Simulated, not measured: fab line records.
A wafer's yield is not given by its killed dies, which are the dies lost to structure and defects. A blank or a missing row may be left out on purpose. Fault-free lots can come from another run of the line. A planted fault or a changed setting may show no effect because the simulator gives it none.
What tool caused it? ; flow n5_finfet ; Sampling: 24 lots, 72 wafers, 6 of 1938 route steps

WHAT EACH GAUGE READ, for each wafer
The record holds no reading of a measuring or inspecting step that can be judged against a usual standard deviation.

EACH LOT AND THE TOOL THAT RAN IT (in order: tool; ch and the chambers of the sampled wafers; start)
lot;N5_GATE_CUT_SAC_CAP_01;N5_GATE_CUT_HM_DEP_46;N5_GATE_CUT_STRIP_42;N5_GATE_CUT_CUT_ETCH_53;N5_GATE_CUT_VAPOR_ETCH_49;N5_GATE_CUT_CMP_23
L074;ald_sin-01 ch 1,2,3, day 4 10:52;pecvd-02 ch 0,2, day 4 13:28;rie_diel-02 ch 0,1,2, day 4 14:10;rie_metal-01 ch 0,1, day 4 14:19;rie_metal-01 ch 0,1, day 4 14:32;cmp-01 ch 1,2,3, day 4 16:16
L075;ald_sin-01 ch 1,2,3, day 4 21:47;pecvd-03 ch 1,2, day 5 00:23;rie_diel-02 ch 1,3, day 5 01:05;rie_metal-03 ch 0,1, day 5 01:16;rie_metal-03 ch 0,1, day 5 01:28;cmp-03 ch 0,2,3, day 5 04:19
L076;ald_sin-03 ch 0,2,3, day 4 21:57;pecvd-02 ch 1,2, day 5 00:33;rie_diel-06 ch 0,1,2, day 5 01:16;rie_metal-01 ch 0,1, day 5 01:25;rie_metal-01 ch 0,1, day 5 01:37;cmp-01 ch 0,1,3, day 5 04:24
L077;ald_sin-01 ch 0,1,2, day 5 06:33;pecvd-01 ch 0,1,2, day 5 09:09;rie_diel-02 ch 2,3, day 5 10:01;rie_metal-03 ch 0,1, day 5 10:10;rie_metal-03 ch 0,1, day 5 10:23;cmp-04 ch 0,1,2, day 5 12:07
L078;ald_sin-04 ch 1,2, day 5 08:16;pecvd-02 ch 0,1, day 5 10:51;rie_diel-06 ch 1,3, day 5 11:34;rie_metal-03 ch 0,1, day 5 11:43;rie_metal-03 ch 0,1, day 5 11:55;cmp-04 ch 0,2,3, day 5 13:43
L079;ald_sin-04 ch 1,2,3, day 5 14:47;pecvd-02 ch 0,2, day 5 17:23;rie_diel-02 ch 0,2,3, day 5 18:24;rie_metal-03 ch 0,1, day 5 18:33;rie_metal-03 ch 0,1, day 5 18:46;cmp-04 ch 0,1, day 5 20:29
L080;ald_sin-01 ch 0,2,3, day 6 01:05;pecvd-02 ch 0,1, day 6 03:41;rie_diel-06 ch 1,2,3, day 6 04:27;rie_metal-02 ch 0,1, day 6 04:36;rie_metal-02 ch 0,1, day 6 04:49;cmp-01 ch 1,2,3, day 6 06:34
L081;ald_sin-03 ch 1,2, day 6 01:32;pecvd-02 ch 0,1,2, day 6 04:08;rie_diel-02 ch 0,1,2, day 6 04:50;rie_metal-01 ch 0,1, day 6 04:59;rie_metal-01 ch 0,1, day 6 05:11;cmp-01 ch 0,1, day 6 06:55
L082;ald_sin-03 ch 0,2, day 6 11:29;pecvd-03 ch 0,2, day 6 14:05;rie_diel-02 ch 1,2,3, day 6 15:01;rie_metal-02 ch 0,1, day 6 15:10;rie_metal-02 ch 0,1, day 6 15:22;cmp-03 ch 0,2,3, day 6 17:08
L083;ald_sin-04 ch 0,2,3, day 6 13:19;pecvd-02 ch 0,1,2, day 6 15:55;rie_diel-02 ch 0,1,2, day 6 16:45;rie_metal-02 ch 0,1, day 6 16:54;rie_metal-02 ch 0,1, day 6 17:07;cmp-01 ch 0,1,3, day 6 19:05
L084;ald_sin-04 ch 1,3, day 6 23:58;pecvd-02 ch 0,1,2, day 7 02:35;rie_diel-02 ch 1,2, day 7 03:17;rie_metal-02 ch 0,1, day 7 03:26;rie_metal-02 ch 0,1, day 7 03:38;cmp-01 ch 0,1,3, day 7 05:22
L085;ald_sin-04 ch 0,1,3, day 7 06:19;pecvd-03 ch 0,2, day 7 08:56;rie_diel-05 ch 0,2,3, day 7 09:40;rie_metal-01 ch 1, day 7 09:49;rie_metal-01 ch 1, day 7 10:01;cmp-04 ch 0,1,2, day 7 12:01
L086;ald_sin-04 ch 0,1, day 7 11:55;pecvd-02 ch 0,2, day 7 14:31;rie_diel-02 ch 1,2,3, day 7 15:22;rie_metal-03 ch 1, day 7 15:31;rie_metal-03 ch 1, day 7 15:44;cmp-01 ch 1,3, day 7 17:46
L087;ald_sin-03 ch 0,3, day 7 17:07;pecvd-02 ch 0,2, day 7 19:44;rie_diel-02 ch 0,2, day 7 20:28;rie_metal-02 ch 0, day 7 20:37;rie_metal-02 ch 0, day 7 20:49;cmp-04 ch 0,3, day 7 22:35
L088;ald_sin-01 ch 2,3, day 7 22:41;pecvd-01 ch 1,2, day 8 01:17;rie_diel-02 ch 1,2,3, day 8 02:19;rie_metal-01 ch 0,1, day 8 02:28;rie_metal-01 ch 0,1, day 8 02:40;cmp-04 ch 2,3, day 8 04:47
L089;ald_sin-01 ch 0,3, day 8 05:03;pecvd-03 ch 1,2, day 8 07:40;rie_diel-06 ch 1,3, day 8 08:35;rie_metal-01 ch 0,1, day 8 08:44;rie_metal-01 ch 0,1, day 8 08:56;cmp-03 ch 1,2, day 8 10:40
L090;ald_sin-01 ch 0,1,3, day 8 09:05;pecvd-01 ch 0,1,2, day 8 10:37;rie_diel-05 ch 0,1, day 8 11:25;rie_metal-03 ch 0,1, day 8 11:35;rie_metal-03 ch 0,1, day 8 11:47;cmp-03 ch 0,3, day 8 13:32
L091;ald_sin-03 ch 1,2,3, day 8 13:34;pecvd-01 ch 0,1,2, day 8 16:10;rie_diel-05 ch 0,2,3, day 8 16:52;rie_metal-03 ch 0, day 8 17:01;rie_metal-03 ch 0, day 8 17:13;cmp-01 ch 0,1,3, day 8 19:36
L092;ald_sin-04 ch 0,1,3, day 8 19:32;pecvd-03 ch 0,1,2, day 8 22:08;rie_diel-06 ch 2,3, day 8 22:58;rie_metal-01 ch 1, day 8 23:07;rie_metal-01 ch 1, day 8 23:19;cmp-01 ch 1,3, day 9 01:05
L093;ald_sin-03 ch 0,1,2, day 9 03:38;pecvd-02 ch 1,2, day 9 06:13;rie_diel-02 ch 0,2,3, day 9 07:11;rie_metal-03 ch 0,1, day 9 07:20;rie_metal-03 ch 0,1, day 9 07:33;cmp-01 ch 0,1, day 9 09:16
L094;ald_sin-01 ch 0,2, day 9 13:20;pecvd-02 ch 0,2, day 9 17:04;rie_diel-05 ch 0,3, day 9 17:46;rie_metal-01 ch 0,1, day 9 17:55;rie_metal-01 ch 0,1, day 9 18:07;cmp-04 ch 0,2, day 9 19:53
L095;ald_sin-04 ch 1,3, day 9 15:48;pecvd-02 ch 0,2, day 9 18:25;rie_diel-05 ch 0,1,3, day 9 19:09;rie_metal-02 ch 0,1, day 9 19:18;rie_metal-02 ch 0,1, day 9 19:31;cmp-01 ch 0,1, day 9 21:14
L096;ald_sin-04 ch 1,3, day 9 22:49;pecvd-01 ch 1, day 10 01:26;rie_diel-06 ch 0,2,3, day 10 02:10;rie_metal-03 ch 1, day 10 02:19;rie_metal-03 ch 1, day 10 02:31;cmp-04 ch 0,2, day 10 04:23
L097;ald_sin-03 ch 0,1,2, day 10 03:56;pecvd-03 ch 0,2, day 10 06:32;rie_diel-06 ch 0,2,3, day 10 07:22;rie_metal-01 ch 0,1, day 10 07:31;rie_metal-01 ch 0,1, day 10 07:44;cmp-01 ch 0,2,3, day 10 09:27
- N5_GATE_CUT_SAC_CAP_01: material SiNx, target thk 24 nm, pulse time 1 s, ald cycles 480.
- N5_GATE_CUT_HM_DEP_46: deposits SiO2 from TEOS/O2, target thk 130 nm, time 26.6 s.
- N5_GATE_CUT_STRIP_42: strips in O2.
- N5_GATE_CUT_CUT_ETCH_53: etches W in SF6/Cl2, target depth 79.2 nm.
- N5_GATE_CUT_VAPOR_ETCH_49: etches TiAlC in BCl3/Cl2.
- N5_GATE_CUT_CMP_23: polishes, stops on SiO2, t overpolish 23.4 s, target thk 16 nm.

AS READ BY THE TOOLS THEMSELVES (means over the sampled wafers that have a number; for cases with no such wafer, the mark the record gives instead)
N5_GATE_CUT_SAC_CAP_01.
lot;tool;heater_power_w (W);precursor_pulse_height_rel
L074;ald_sin-01;799;1.015
L075;ald_sin-01;793;1.032
L076;ald_sin-03;832;1.011
L077;ald_sin-01;860;0.996
L078;ald_sin-04;848;0.991
L079;ald_sin-04;841;0.983
L080;ald_sin-01;889;0.996
L081;ald_sin-03;797;0.987
L082;ald_sin-03;796;1.008
L083;ald_sin-04;848;0.985
L084;ald_sin-04;820;0.988
L085;ald_sin-04;825;1.005
L086;ald_sin-04;843;0.999
L087;ald_sin-03;892;1.002
L088;ald_sin-01;843;0.998
L089;ald_sin-01;851;1.002
L090;ald_sin-01;836;1.000
L091;ald_sin-03;841;0.997
L092;ald_sin-04;831;1.012
L093;ald_sin-03;797;1.004
L094;ald_sin-01;917;0.997
L095;ald_sin-04;825;1.009
L096;ald_sin-04;823;1.004
L097;ald_sin-03;782;1.002

N5_GATE_CUT_HM_DEP_46.
lot;tool;heater_power_w (W);showerhead_plenum_p_Torr (Torr);showerhead_vpp_V (V);throttle_valve_pct (%)
L074;pecvd-02;716;8.31;1836;18.6
L075;pecvd-03;433;8.35;1852;18.2
L076;pecvd-02;698;8.32;1836;18.3
L077;pecvd-01;477;8.34;1785;19.6
L078;pecvd-02;558;8.33;1859;19.5
L079;pecvd-02;727;8.34;1833;18.8
L080;pecvd-02;653;8.33;1870;20.1
L081;pecvd-02;672;8.32;1850;18.9
L082;pecvd-03;481;8.36;1841;18.0
L083;pecvd-02;653;8.33;1837;19.1
L084;pecvd-02;639;8.32;1860;19.1
L085;pecvd-03;472;8.36;1843;18.0
L086;pecvd-02;701;8.33;1835;18.8
L087;pecvd-02;633;8.31;1830;19.4
L088;pecvd-01;481;8.38;1778;20.1
L089;pecvd-03;481;8.37;1803;19.1
L090;pecvd-01;477;8.37;1772;19.7
L091;pecvd-01;546;8.35;1775;19.8
L092;pecvd-03;506;8.37;1781;18.8
L093;pecvd-02;642;8.35;1821;18.7
L094;pecvd-02;592;8.31;1825;18.9
L095;pecvd-02;588;8.32;1829;18.8
L096;pecvd-01;639;8.41;1795;21.8
L097;pecvd-03;498;8.37;1809;18.6

N5_GATE_CUT_STRIP_42.
lot;tool;drypump_motor_current_A (A);oes_product_au (a.u.);rf_vpp_V (V);showerhead_plenum_p_Torr (Torr);throttle_valve_pct (%)
L074;rie_diel-02;5.6;0.78;3.6;2.06;16.54
L075;rie_diel-02;5.7;0.78;3.4;2.12;16.47
L076;rie_diel-06;5.2;0.75;3.7;2.15;16.68
L077;rie_diel-02;5.6;0.76;3.8;2.14;16.61
L078;rie_diel-06;5.1;0.73;3.8;2.03;16.63
L079;rie_diel-02;5.5;0.76;3.9;2.12;16.66
L080;rie_diel-06;5.3;0.78;3.5;2.08;16.58
L081;rie_diel-02;5.7;0.77;3.7;2.06;16.56
L082;rie_diel-02;5.8;0.76;3.6;2.08;16.53
L083;rie_diel-02;5.6;0.77;3.5;2.06;16.57
L084;rie_diel-02;6.0;0.77;4.0;2.02;16.43
L085;rie_diel-05;5.4;0.84;4.0;2.16;16.53
L086;rie_diel-02;5.8;0.76;3.9;2.08;16.55
L087;rie_diel-02;5.6;0.72;4.2;2.07;16.73
L088;rie_diel-02;5.8;0.75;3.7;2.08;16.55
L089;rie_diel-06;5.5;0.76;3.4;1.98;16.51
L090;rie_diel-05;5.9;0.85;3.7;2.13;16.59
L091;rie_diel-05;5.4;0.83;3.6;2.16;16.54
L092;rie_diel-06;5.6;0.82;3.2;2.13;16.56
L093;rie_diel-02;5.5;0.73;2.9;2.11;16.71
L094;rie_diel-05;5.5;0.83;3.7;2.13;16.58
L095;rie_diel-05;5.7;0.84;3.7;2.13;16.61
L096;rie_diel-06;5.7;0.84;4.0;2.09;16.45
L097;rie_diel-06;5.7;0.84;3.8;2.09;16.46

N5_GATE_CUT_CUT_ETCH_53.
lot;tool;drypump_motor_current_A (A);etch_rf_on_time_s (s);oes_product_au (a.u.);throttle_valve_pct (%)
L074;rie_metal-01;5.4;26.6;0.71;29.01
L075;rie_metal-03;5.7;26.7;0.74;29.01
L076;rie_metal-01;5.5;26.2;0.66;29.07
L077;rie_metal-03;6.1;26.6;0.73;28.91
L078;rie_metal-03;6.1;26.4;0.73;28.92
L079;rie_metal-03;6.1;26.5;0.73;28.92
L080;rie_metal-02;6.1;26.8;0.54;29.44
L081;rie_metal-01;5.4;26.1;0.70;29.02
L082;rie_metal-02;6.1;26.8;0.54;29.45
L083;rie_metal-02;5.8;25.8;0.56;29.26
L084;rie_metal-02;5.8;25.8;0.56;29.28
L085;rie_metal-01;5.5;26.2;0.61;29.15
L086;rie_metal-03;6.6;26.4;0.72;28.82
L087;rie_metal-02;5.5;24.7;0.58;29.10
L088;rie_metal-01;5.4;26.4;0.69;29.03
L089;rie_metal-01;5.4;26.3;0.69;29.04
L090;rie_metal-03;5.7;27.1;0.71;29.02
L091;rie_metal-03;5.2;27.6;0.71;29.12
L092;rie_metal-01;5.5;26.4;0.60;29.16
L093;rie_metal-03;5.7;26.9;0.71;29.03
L094;rie_metal-01;5.4;26.2;0.68;29.04
L095;rie_metal-02;6.1;26.5;0.74;29.32
L096;rie_metal-03;6.6;27.0;0.69;28.84
L097;rie_metal-01;5.5;26.3;0.64;29.12

N5_GATE_CUT_VAPOR_ETCH_49.
lot;tool;drypump_motor_current_A (A);oes_product_au (a.u.)
L074;rie_metal-01;5.4;0.79
L075;rie_metal-03;5.7;0.83
L076;rie_metal-01;5.5;0.73
L077;rie_metal-03;6.1;0.83
L078;rie_metal-03;6.1;0.82
L079;rie_metal-03;6.1;0.82
L080;rie_metal-02;6.1;0.61
L081;rie_metal-01;5.4;0.78
L082;rie_metal-02;6.1;0.61
L083;rie_metal-02;5.8;0.62
L084;rie_metal-02;5.8;0.61
L085;rie_metal-01;5.5;0.66
L086;rie_metal-03;6.6;0.80
L087;rie_metal-02;5.5;0.62
L088;rie_metal-01;5.4;0.76
L089;rie_metal-01;5.4;0.76
L090;rie_metal-03;5.7;0.81
L091;rie_metal-03;5.2;0.81
L092;rie_metal-01;5.5;0.66
L093;rie_metal-03;5.7;0.79
L094;rie_metal-01;5.4;0.76
L095;rie_metal-02;6.1;0.83
L096;rie_metal-03;6.6;0.78
L097;rie_metal-01;5.5;0.70

N5_GATE_CUT_CMP_23.
lot;tool;motor_current_A (A);overpolish_run_s (s);slurry_flow_ml_min;time_to_endpoint_s (s)
L074;cmp-01;8.8;23.405;150.3;18
L075;cmp-03;8.8;23.393;150.3;15
L076;cmp-01;8.7;23.399;150.0;17
L077;cmp-04;9.1;23.398;149.9;18
L078;cmp-04;9.5;23.389;150.0;17
L079;cmp-04;10.1;23.399;149.9;18
L080;cmp-01;8.6;23.390;149.6;15
L081;cmp-01;9.6;23.398;150.3;16
L082;cmp-03;8.4;23.400;150.0;15
L083;cmp-01;8.8;23.398;150.2;15
L084;cmp-01;8.7;23.397;150.0;19
L085;cmp-04;9.6;23.404;149.8;20
L086;cmp-01;8.1;23.400;150.3;18
L087;cmp-04;10.1;23.409;150.0;23
L088;cmp-04;9.6;23.397;150.4;24
L089;cmp-03;10.2;23.400;149.5;17
L090;cmp-03;8.0;23.395;150.0;22
L091;cmp-01;8.6;23.393;150.0;21
L092;cmp-01;8.2;23.410;149.8;17
L093;cmp-01;9.7;23.400;150.2;21
L094;cmp-04;8.8;23.391;150.1;18
L095;cmp-01;8.7;23.401;149.9;19
L096;cmp-04;8.6;23.393;150.2;18
L097;cmp-01;9.6;23.398;150.5;19

THE ANSWER, worked out from the rows above alone
Rule: what is usual is taken from the lots themselves. Put in order of their means at a reading, lots are off if they are a third of the lots or fewer, leave a main group of 4 or more, and stand apart from it by a gap of 3 or more times the standard deviation of the main group's means; of several such gaps the widest counts. A main group is skipped when, at the precision printed for the reading in the tables above, its means are all equal. A lot without any number at a reading at which 4 lots or more have one is off too. Any other lot the step has rows for is counted as sound. The gauges are gone through in route order, then the tools' own readings, and for those a lot's mean is taken as printed above. The first step at which some lot is off is used, and at that step the reading that is off furthest; a lot without a number counts as furthest.
Across all readings shown, no lot is off: no conclusion can be drawn from this.

WHAT THE SIMULATOR HAD PUT IN
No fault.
